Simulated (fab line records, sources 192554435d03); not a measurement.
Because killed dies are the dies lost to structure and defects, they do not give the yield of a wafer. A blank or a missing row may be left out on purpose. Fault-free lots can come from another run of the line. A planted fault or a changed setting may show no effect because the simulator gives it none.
fab line records    flow n5Finfet
record lots=7  wafers=39
route steps=1938 shown MOL_CONTACT_COAG@542
startH: hours from the record's opening day to when the first of the lot's shown wafers began    waitH: how many hours have passed since the lot's step before this one    " repeats the value in the row above    L1.1+2: several wafers, shown together as one row    - no value, or no start was given    * or withheld: withheld    < > ~ a bound
route shown NAME@n: names a module that has steps shown in the file, with the first one's number in the route    usual: average and standard deviation across the fault-free wafers    same: alike in all rows    chamber/n: place in a boat    sites: readings site by site    _std_site: their standard deviation    _edge_site: mean of outer sites minus mean of inner sites    radiusMm: for every site, how far away it sits from the centre of the wafer    mask NAME#n: copy n    behind: tool/chamber where the wafer was last shaped    hold: the reason the lot was held/the length of the hold in hours/how it ended    device: transistor that didn't switch, given as n, p or np    end of line: the same wafers' tests at the end of the route    step lacking rows: just its recipe    killed: not the wafer's yield, but the dies lost to structure and defects at the first sort    map: a wafer's dies, x killed, . not, _ none there
set.NAME: the run value of the setting; set.NAME@STEP: its run value at that earlier step    model.NAME: the simulator's own value behind a step, which no gauge read
lots whose settings were changed on purpose; a table a step, a row a wafer
## steps
# step N5_MOL_CONTACT_COAG_PRECLEAN_111
# recipe chemistry=NF3:NH3  afsCycles=1  tempC=30  timeS=20  sublimationTempC=180  sublimationTimeS=60  pressureTorr=3  rfPowerW=30
lot.wafer   tool             chamber  startH  waitH  set.timeS  model.SiNx_of_GATE_CUT_SAC_CAP_01.thkNm  model.SiNx_of_SPACER0_ALD_07.thkNm
L078.1+3    remotePlasma-01  0        112.59  2.9    29.73      20                                       0.8
L078.2+4    "                0        "       "      20         20.4                                     1
L078.5      "                0        "       "      29.73      19.8                                     0.8
L078.6      "                0        "       "      20         20.4                                     1.2
L080.1+6    remotePlasma-02  0        121.99  1.0    20         20.4                                     1
L080.2      "                0        "       "      29.2       19.8                                     0.8
L080.3+4    "                0        "       "      29.2       20                                       0.8
L080.5      "                0        "       "      20         20.2                                     1
L082.1      remotePlasma-01  1        141.89  0.5    20         20.4                                     1.2
L082.2+5    "                1        "       "      20         20.4                                     1
L082.3+4+6  "                1        "       "      26.98      20                                       0.8
L085.1+3+4  remotePlasma-01  0        157.53  1.4    20         20.2                                     1.2
L085.2+5    "                0        "       "      20         20.2                                     1
L085.6      "                0        "       "      20         20                                       1.2
L086.1      remotePlasma-01  0        164.33  0.2    20         20.2                                     1
L086.2+4    "                0        "       "      15.97      20.6                                     1.2
L086.3      "                0        "       "      15.97      20.4                                     1.2
L086.5+6    "                0        "       "      20         20.4                                     1
L089.2      remotePlasma-01  0        178.36  0.4    20         20.4                                     1
L089.3+6    "                0        "       "      20         20.2                                     1
L092.1+4    remotePlasma-01  0        195.10  0.3    20         20.4                                     1
L092.2+5    "                0        "       "      31.99      20                                       0.6
L092.3      "                0        "       "      31.99      19.8                                     0.6
L092.6      "                0        "       "      20         20.4                                     1.2
# step N5_MOL_CONTACT_COAG_TI_SIL_19
# recipe material=Ti  targetThkA=42  tempC=200  chamberPressurePa=5  powerW=5000  timeS=15
# step N5_MOL_CONTACT_COAG_ALD_20
# recipe material=TiN  targetThkA=15  tempC=400  aldPrecursorFamily=TiCl4  aldCoReactant=NH3  pulseTimeS=1  purgeTimeS=3  coReactantPurgeTimeS=2  coReactantPulseTimeS=2  aldCycles=68  pressureTorr=3
# step N5_MOL_CONTACT_COAG_PRECLEAN_125
# recipe chemistry=DIW  timeS=57.5  tempC=23
# step N5_MOL_CONTACT_COAG_SRD_126
# recipe dryTimeS=32  dry=n2Spin  spinRpm=1500
# step N5_MOL_CONTACT_COAG_CMP_23
# recipe stopOn=SiO2  tOverpolishS=1.5  postCmpClean=cuAlkaline  downForcePsi=2  platenRpm=50.289  padVelocityMS=1.0006  targetThkNm=0
lot.wafer     tool    chamber  startH  waitH  set.timeS@MOL_CONTACT_COAG_PRECLEAN_111  model.SiNx_of_GATE_CUT_SAC_CAP_01.thkNm
L078.4+2+6    cmp-03  0,2,0    117.39  0.0    20                                       18.2
L078.1+3      "       1,3      "       "      29.73                                    18
L078.5        "       1        "       "      29.73                                    17.8
L080.4        cmp-03  1        126.77  0.0    29.2                                     18
L080.1+6+5    "       2,1,2    "       "      20                                       18.2
L080.2+3      "       3,0      "       "      29.2                                     17.8
L082.1        cmp-03  0        148.48  0.0    20                                       18.4
L082.3+4+6    "       1,3,1    "       "      26.98                                    18
L082.2+5      "       2,0      "       "      20                                       18.2
L085.2+3+4+5  cmp-04  2,3,0,3  163.82  0.0    20                                       18.2
L085.1+6      "       1,2      "       "      20                                       18
L086.2+4+3    cmp-03  3,0,1    170.87  0.0    15.97                                    18.4
L086.1+5+6    "       2,3,0    "       "      20                                       18.2
L089.3+2+6    cmp-03  3,0,2    182.88  0.1    20                                       18.2
L092.3        cmp-03  0        200.99  0.0    31.99                                    17.8
L092.1        "       1        "       "      20                                       18.2
L092.2+5      "       2,1      "       "      31.99                                    18
L092.4+6      "       3,0      "       "      20                                       18.4
# step N5_MOL_CONTACT_COAG_WET_ETCH_26
# recipe target=Co  targetDepthNm=13
lot.wafer     tool         chamber  startH  waitH  set.timeS@MOL_CONTACT_COAG_PRECLEAN_111  model.SiNx_of_GATE_CUT_SAC_CAP_01.thkNm
L078.1+5      wetBench-03  7,6      117.74  0.0    29.73                                    17.8
L078.2+4+6    "            5,3,0    "       "      20                                       18.2
L078.3        "            4        "       "      29.73                                    18
L080.1+5+6    wetBench-06  1,6,2    127.12  0.0    20                                       18.2
L080.2+3      "            7,0      "       "      29.2                                     17.8
L080.4        "            3        "       "      29.2                                     18
L082.1        wetBench-03  5        148.83  0.0    20                                       18.4
L082.2+5      "            7,2      "       "      20                                       18.2
L082.3+4+6    "            0,6,1    "       "      26.98                                    18
L085.1+2+3+6  wetBench-06  3,2,7,4  164.17  0.0    20                                       18
L085.4+5      "            6,5      "       "      20                                       18.2
L086.1+5+6    wetBench-02  5,1,0    171.22  0.0    20                                       18.2
L086.2+4      "            2,6      "       "      15.97                                    18.4
L086.3        "            7        "       "      15.97                                    18.2
L089.2+3+6    wetBench-03  6,3,7    183.16  0.0    20                                       18.2
L092.1+6      wetBench-02  5,1      201.48  0.2    20                                       18.2
L092.2+5      "            0,4      "       "      31.99                                    18
L092.3        "            7        "       "      31.99                                    17.8
L092.4        "            6        "       "      20                                       18.4
# step N5_MOL_CONTACT_COAG_WET_ETCH_116
# recipe chemistry=SC1-inhibited  targetDepthNm=4.6  dry=ipaMarangoni  rinseTimeS=30  rinseTempC=23
lot.wafer       tool         chamber    startH  waitH  set.timeS@MOL_CONTACT_COAG_PRECLEAN_111  model.SiNx_of_GATE_CUT_SAC_CAP_01.thkNm
L078.1+5        wetBench-03  7,6        117.89  0.0    29.73                                    17.8
L078.2+4+6      "            5,3,0      "       "      20                                       18.2
L078.3          "            4          "       "      29.73                                    18
L080.1+5+6      wetBench-06  1,6,2      127.27  0.0    20                                       18.2
L080.2+3+4      "            7,0,3      "       "      29.2                                     17.8
L082.1+2+5      wetBench-03  5,7,2      148.98  0.0    20                                       18.2
L082.3          "            0          "       "      26.98                                    17.8
L082.4+6        "            6,1        "       "      26.98                                    18
L085.1+2+3+5+6  wetBench-06  3,2,7,5,4  164.35  0.0    20                                       18
L085.4          "            6          "       "      20                                       18.2
L086.1+5+6      wetBench-02  5,1,0      171.37  0.0    20                                       18.2
L086.2+4        "            2,6        "       "      15.97                                    18.4
L086.3          "            7          "       "      15.97                                    18.2
L089.2+3+6      wetBench-03  6,3,7      183.31  0.0    20                                       18.2
L092.1+6        wetBench-02  5,1        201.63  0.0    20                                       18.2
L092.2+3+5      "            0,7,4      "       "      31.99                                    17.8
L092.4          "            6          "       "      20                                       18.4
# step N5_MOL_CONTACT_COAG_ALD_27
# recipe material=SiOC  targetThkA=170  tempC=400  aldPrecursorFamily=carbosiloxane  aldCoReactant=H2-plasma  pulseTimeS=1.5  timeS=2720  purgeTimeS=2  coReactantPurgeTimeS=2  aldCycles=340  pressureTorr=2
# step N5_MOL_CONTACT_COAG_CMP_28
# recipe stopOn=SiNx  tOverpolishS=0.85  postCmpClean=alkalineBrush  downForcePsi=4.15  platenRpm=51.8  padVelocityMS=1.0307  targetThkNm=14.522
lot.wafer       tool    chamber    startH  waitH  set.timeS@MOL_CONTACT_COAG_PRECLEAN_111  model.SiNx_of_GATE_CUT_SAC_CAP_01.thkNm
L078.2+6        cmp-04  0,1        119.86  0.8    20                                       18
L078.4          "       1          "       "      20                                       17.8
L078.3+1+5      "       2,3,0      "       "      29.73                                    17.6
L080.2          cmp-04  0          129.41  1.1    29.2                                     17.4
L080.4+3        "       1,3        "       "      29.2                                     17.6
L080.1+6        "       2,0        "       "      20                                       18
L080.5          "       1          "       "      20                                       17.8
L082.3+4+6      cmp-03  0,3,1      150.87  0.8    26.98                                    17.6
L082.2+1+5      "       1,2,0      "       "      20                                       18
L085.2+3+1+4+5  cmp-03  2,3,0,1,2  166.30  0.8    20                                       17.8
L085.6          "       3          "       "      20                                       17.6
L086.2+3+4      cmp-04  2,3,0      173.26  0.8    15.97                                    18
L086.1          "       1          "       "      20                                       17.8
L086.5+6        "       2,3        "       "      20                                       18
L089.2          cmp-03  3          185.20  0.8    20                                       18
L089.3+6        "       0,3        "       "      20                                       17.8
L092.1          cmp-01  2          204.08  0.8    20                                       17.8
L092.4+6        "       3,2        "       "      20                                       18
L092.3+2+5      "       0,1,3      "       "      31.99                                    17.6
# step N5_MOL_CONTACT_COAG_THK_MEAS_29
# recipe reads=SiNx_of_GATE_CUT_PECVD_57+SiNx_of_GATE_CUT_SAC_CAP_01
# usual MD_CAP_THK=17.90/0.077
lot.wafer  tool          chamber  startH  waitH  set.timeS@MOL_CONTACT_COAG_PRECLEAN_111  MD_CAP_THK[nm]
L078.1     filmMetro-02  -        120.16  -      29.73                                    17.56
L078.2     "             -        "       "      20                                       17.98
L078.3     "             -        "       "      29.73                                    17.69
L078.4     "             -        "       "      20                                       17.85
L078.5     "             -        "       "      29.73                                    17.52
L078.6     "             -        "       "      20                                       17.86
L080.1     filmMetro-02  -        129.70  -      20                                       17.95
L080.2     "             -        "       "      29.2                                     17.48
L080.3     "             -        "       "      29.2                                     17.59
L080.4     "             -        "       "      29.2                                     17.69
L080.5     "             -        "       "      20                                       17.90
L080.6     "             -        "       "      20                                       17.91
L082.1     filmMetro-01  -        151.16  -      20                                       18.02
L082.2     "             -        "       "      20                                       17.93
L082.3     "             -        "       "      26.98                                    17.61
L082.4     "             -        "       "      26.98                                    17.71
L082.5     "             -        "       "      20                                       17.89
L082.6     "             -        "       "      26.98                                    17.72
L085.1     filmMetro-02  -        166.59  -      20                                       17.78
L085.2     "             -        "       "      20                                       17.79
L085.3     "             -        "       "      20                                       17.77
L085.4     "             -        "       "      20                                       17.85
L085.5     "             -        "       "      20                                       17.86
L085.6     "             -        "       "      20                                       17.63
L086.1     filmMetro-02  -        173.56  -      20                                       17.91
L086.2     "             -        "       "      15.97                                    18.12
L086.3     "             -        "       "      15.97                                    18.00
L086.4     "             -        "       "      15.97                                    18.08
L086.5     "             -        "       "      20                                       17.98
L086.6     "             -        "       "      20                                       17.85
L089.2     filmMetro-01  -        185.49  -      20                                       17.89
L089.3     "             -        "       "      20                                       17.87
L089.6     "             -        "       "      20                                       17.90
L092.1     filmMetro-02  -        204.37  -      20                                       17.94
L092.2     "             -        "       "      31.99                                    17.60
L092.3     "             -        "       "      31.99                                    17.49
L092.4     "             -        "       "      20                                       18.04
L092.5     "             -        "       "      31.99                                    17.63
L092.6     "             -        "       "      20                                       17.99
# step N5_MOL_CONTACT_COAG_ALD_123
# recipe material=SiNx  targetThkA=50  tempC=400  aldPrecursorFamily=SiH2I2  aldCoReactant=N2/H2-plasma  pulseTimeS=1  purgeTimeS=2  coReactantPurgeTimeS=2  aldCycles=100  pressureTorr=2
# step N5_MOL_CONTACT_COAG_PECVD_31
# recipe material=SiO2  targetThkA=460  tempC=400  precursor=TEOS/O2  pressureTorr=6.5  rfW=withheld  teosFlowSccm=withheld  gas=O2  flowSccm=2650  timeS=8.9
# step N5_MOL_CONTACT_COAG_VIA_ETCH_46
# recipe chemistry=C4F6/O2  targetDepthA=460  overetchA=92  maskMaterial=SOC  target=SiO2  biasW=455  pressureMtorr=10  timeS=40  sourceW=325  Ar_flow_sccm=300  C4F6_flow_sccm=10  O2_flow_sccm=10  ionEnergyEv=575.3  ends=endPoint
# step N5_MOL_CONTACT_COAG_STRIP_96
# recipe chemistry=N2/H2  powerW=500  tempC=40  pressureMtorr=50  rfFrequencyHz=6e+07  overashFraction=0.3  biasPowerW=28  h2Frac=0.5  n2FlowSccm=300  h2FlowSccm=300
# step N5_MOL_CONTACT_COAG_ETCH_47
# recipe chemistry=CH3F/O2  target=SiNx  targetDepthA=270  maskMaterial=SiO2  stopOn=W  overEtchFrac=0.2  ionEnergyEv=120  endpoint=OES-CN  pressureMtorr=30  sourceW=395  biasW=73  Ar_flow_sccm=150  CH3F_flow_sccm=30  O2_flow_sccm=20  ends=endPoint
lot.wafer  tool        chamber  startH  waitH  set.timeS@MOL_CONTACT_COAG_PRECLEAN_111  model.MOL_CONTACT_COAG.featureDepthNm  model.etch.depthNm
L078.1     rieDiel-04  2        121.99  0.0    29.73                                    18.2                                   17.57
L078.2     "           0        "       "      20                                       18.6                                   17.95
L078.3     "           1        "       "      29.73                                    18.2                                   17.67
L078.4     "           3        "       "      20                                       18.4                                   17.9
L078.5     "           0        "       "      29.73                                    18                                     17.51
L078.6     "           1        "       "      20                                       18.6                                   17.92
L080.1+6   rieDiel-03  0        131.41  0.0    20                                       18.4                                   17.92
L080.2     "           3        "       "      29.2                                     18                                     17.49
L080.3     "           2        "       "      29.2                                     18                                     17.55
L080.4     "           2        "       "      29.2                                     18.2                                   17.64
L080.5     "           3        "       "      20                                       18.4                                   17.88
L082.1     rieDiel-03  2        152.94  0.0    20                                       18.6                                   18.01
L082.2     "           3        "       "      20                                       18.6                                   17.94
L082.3     "           0        "       "      26.98                                    18.2                                   17.63
L082.4     "           1        "       "      26.98                                    18.2                                   17.68
L082.5     "           0        "       "      20                                       18.4                                   17.9
L082.6     "           1        "       "      26.98                                    18.2                                   17.7
L085.1     rieDiel-04  0        168.17  0.0    20                                       18.4                                   17.74
L085.2     "           3        "       "      20                                       18.4                                   17.8
L085.3     "           1        "       "      20                                       18.4                                   17.77
L085.4     "           3        "       "      20                                       18.4                                   17.86
L085.5     "           1        "       "      20                                       18.4                                   17.82
L085.6     "           0        "       "      20                                       18.2                                   17.69
L086.1     rieDiel-05  2        175.48  0.0    20                                       18.4                                   17.87
L086.2     "           3        "       "      15.97                                    18.6                                   18.09
L086.3     "           1        "       "      15.97                                    18.6                                   18
L086.4     "           0        "       "      15.97                                    18.6                                   18.07
L086.5     "           1        "       "      20                                       18.6                                   17.95
L086.6     "           2        "       "      20                                       18.4                                   17.9
L089.2     rieDiel-03  2        188.53  0.0    20                                       18.6                                   17.96
L089.3     "           3        "       "      20                                       18.4                                   17.88
L089.6     "           2        "       "      20                                       18.4                                   17.87
L092.1     rieDiel-04  0        206.64  0.0    20                                       18.6                                   17.9
L092.2+5   "           3,1      "       "      31.99                                    18.2                                   17.63
L092.3     "           1        "       "      31.99                                    18.2                                   17.52
L092.4     "           2        "       "      20                                       18.6                                   18.04
L092.6     "           2        "       "      20                                       18.6                                   17.99
## key
split step=N5_MOL_CONTACT_COAG_PRECLEAN_111  setting=timeS  stated=20  by=wafer
response step=N5_MOL_CONTACT_COAG_PRECLEAN_111  reading=model.SiNx_of_GATE_CUT_SAC_CAP_01.thkNm  change=-0.00898  per=1%  r=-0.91
response step=N5_MOL_CONTACT_COAG_PRECLEAN_111  reading=model.SiNx_of_SPACER0_ALD_07.thkNm  change=-0.00654  per=1%  r=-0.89
response step=N5_MOL_CONTACT_COAG_CMP_23  reading=model.SiNx_of_GATE_CUT_SAC_CAP_01.thkNm  change=-0.00676  per=1%  r=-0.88
response step=N5_MOL_CONTACT_COAG_WET_ETCH_26  reading=model.SiNx_of_GATE_CUT_SAC_CAP_01.thkNm  change=-0.00655  per=1%  r=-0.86
response step=N5_MOL_CONTACT_COAG_WET_ETCH_116  reading=model.SiNx_of_GATE_CUT_SAC_CAP_01.thkNm  change=-0.00769  per=1%  r=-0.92
response step=N5_MOL_CONTACT_COAG_CMP_28  reading=model.SiNx_of_GATE_CUT_SAC_CAP_01.thkNm  change=-0.00721  per=1%  r=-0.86
response step=N5_MOL_CONTACT_COAG_THK_MEAS_29  reading=MD_CAP_THK  change=-0.00699  per=1%  r=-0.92
response step=N5_MOL_CONTACT_COAG_ETCH_47  reading=model.MOL_CONTACT_COAG.featureDepthNm  change=-0.00753  per=1%  r=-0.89
